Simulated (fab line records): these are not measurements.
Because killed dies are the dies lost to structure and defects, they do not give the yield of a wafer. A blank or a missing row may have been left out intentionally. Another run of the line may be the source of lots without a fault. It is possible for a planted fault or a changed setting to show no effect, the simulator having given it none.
Matching of chambers + flow n5-finfet + N5_BEOL_M0_PRE_CLEAN_131 on cvd-co-02: 3 sister chambers
The step time 15 s. 6 wafers are shown with their chamber, then 10 later ones without.

WAFERS PAIRED WITH THEIR CHAMBERS
| wafer  | chamber | heater-power-outer-w (W) | heater-power-w (W) |
|--------|---------|--------------------------|--------------------|
| L080.6 | 1       | 19                       | 77                 |
| L088.2 | 0       | 22                       | 102                |
| L088.5 | 2       | 5                        | 69                 |
| L088.6 | 1       | 20                       | 78                 |
| L089.3 | 2       | 5                        | 70                 |
| L089.4 | 0       | 22                       | 97                 |

WAFERS WITH NO CHAMBER GIVEN
| wafer  | heater-power-outer-w (W) | heater-power-w (W) |
|--------|--------------------------|--------------------|
| L089.5 | 5                        | 70                 |
| L091.1 | 23                       | 98                 |
| L091.3 | 5                        | 69                 |
| L091.4 | 22                       | 102                |
| L092.2 | 20                       | 78                 |
| L092.5 | 5                        | 70                 |
| L092.6 | 20                       | 77                 |
| L094.4 | 5                        | 69                 |
| L094.5 | 20                       | 78                 |
| L094.6 | 22                       | 101                |

WHICH CHAMBER EACH WENT THROUGH
| wafer  | from the rows above | in truth |
|--------|---------------------|----------|
| L089.5 | 2                   | 2        |
| L091.1 | 0                   | 0        |
| L091.3 | 2                   | 2        |
| L091.4 | 0                   | 0        |
| L092.2 | 1                   | 1        |
| L092.5 | 2                   | 2        |
| L092.6 | 1                   | 1        |
| L094.4 | 2                   | 2        |
| L094.5 | 1                   | 1        |
| L094.6 | 0                   | 0        |
Correctly placed: 10 of 10. Left unplaced by these rows: 0. Number placed wrongly: 0.
How it was worked out, from the rows above alone: a wafer's distance from a chamber is the root of the sum, over the readings, of the square of ((its reading less the chamber's mean) divided by the reading's scatter). If the next closest chamber is less than 2 further off than the closest, the wafer can't be placed; otherwise it belongs to the closest. For every chamber, the mean is computed from those of its wafers that are shown. The scatter: the root of (the sum of the squares of (reading less its chamber's mean) over the shown wafers, divided by (wafers less chambers)).
